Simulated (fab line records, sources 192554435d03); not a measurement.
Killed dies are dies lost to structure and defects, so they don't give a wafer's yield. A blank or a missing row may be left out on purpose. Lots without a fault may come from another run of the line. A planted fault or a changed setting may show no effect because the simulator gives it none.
A struck lot beside a sound one | flow n5_finfet | 15 steps out of a route of 1938
Sound: wafers L409.2, L409.3, L409.6. Struck: wafers L418.1, L418.3, L418.6. The cause comes at the end.
At each step with rows: each side's tool, then ch and its chambers, then its first start. Under that, the readings that differ: sound wafers | struck wafers | difference of the means | sigmas: that difference in standard deviations of wafers without a fault.
alike: readings whose means differ by less than 2 such deviations, and words and numbers that are the same on both sides. not compared: withheld readings, readings that some wafer has no value for, bounds like >300 that may hide the same value, and numbers for which the record gives no deviation and whose values overlap.
The two part at a step that has a row with sigmas, a row that says differs or no value, or rows on one side only. Numbers that don't overlap but have no deviation are shown without sigmas and don't part them. A reading that every wafer of one side lacks parts them only if that side has two wafers or more.

first, 1 step without rows for these wafers: N5_BEOL_M3_SPUTTER_92 (material Cu, target thk 4.5 nm, time 8.29 s).
N5_BEOL_M3_ANNEAL_93: time 240 s.
  sound on pvd_sputter-03, day 9 13:18; struck on pvd_sputter-02, day 12 05:23
  alike: heater_power_w
N5_BEOL_M3_SPUTTER_94: material Cu, target thk 4.5 nm, time 8.29 s.
  sound on pvd_sputter-03, day 9 13:26; struck on pvd_sputter-02, day 12 05:32
  alike: chamber_pressure_pa, substrate_temp_c, throttle_valve_pct
N5_BEOL_M3_ANNEAL_95: time 240 s.
  sound on pvd_sputter-03, day 9 13:31; struck on pvd_sputter-02, day 12 05:37
  alike: heater_power_w
then, 2 steps without rows for these wafers: N5_BEOL_M3_SPUTTER_96 (material Cu, target thk 4.5 nm, time 8.29 s); N5_BEOL_M3_ECD_50 (material Cu, target thk 300 nm).
N5_BEOL_M3_ANNEAL_51: time 90 s.
  sound on rtp_anneal-02 ch 0, day 9 13:54; struck on rtp_anneal-01 ch 0, day 12 05:57
  alike: wafer_temp_C_max
then, 1 step without rows for these wafers: N5_BEOL_M3_CMP_52 (polishes, stops on SiOC, t overpolish 6.8 s, target thk 40 nm).
N5_BEOL_M3_THK_MEAS_53: measures by xrf.
  sound on film_metro-01, day 9 14:27; struck on film_metro-01, day 12 06:33
  alike: M3_THK
N5_BEOL_M3_PRE_CLEAN_60: time 15 s.
  sound on cvd_co-01 ch 0,1,2, day 9 14:29; struck on cvd_co-01 ch 1, day 12 07:02
  alike: heater_power_w
then, 2 steps without rows for these wafers: N5_BEOL_M3_CO_CAP_55 (material Co, precursor CCTBA/H2, target thk 2 nm, time 102.1 s); N5_BEOL_M3_PRE_CLEAN_56 (time 15 s).
N5_BEOL_M3_DEP_57: deposits SiCN from 3MS/NH3, target thk 8 nm, time 14 s.
  sound on pecvd-04 ch 1,2, day 9 14:38; struck on pecvd-01 ch 0,2, day 12 07:15
  no value came back on the struck wafers for chamber_pressure_Torr (Torr), rf_fwd_power_W (W), showerhead_plenum_p_Torr (Torr), throttle_valve_pct (%); on the sound wafers chamber_pressure_Torr (Torr) reads 2.992 2.995 3.002
N5_BEOL_M4_RC_MEAS_101:
  the record has rows for the sound wafers here (prober-01 ch 0, day 10 11:33) and none for the struck ones
-- the record jumps here: 5 days lie between the struck wafers' starts before and after (it left off in module BEOL_M4 and takes up again in module PASSIVATION, whose first step shown is number 1936 of the route) --
N5_PASSIVATION_PROBE_49:
  the record has rows for the struck wafers here (prober-02, day 17 06:11) and none for the sound ones

WHERE THEY PART
First at N5_BEOL_M3_DEP_57; last, within this record, at N5_PASSIVATION_PROBE_49.

WHY: what the simulator had put in
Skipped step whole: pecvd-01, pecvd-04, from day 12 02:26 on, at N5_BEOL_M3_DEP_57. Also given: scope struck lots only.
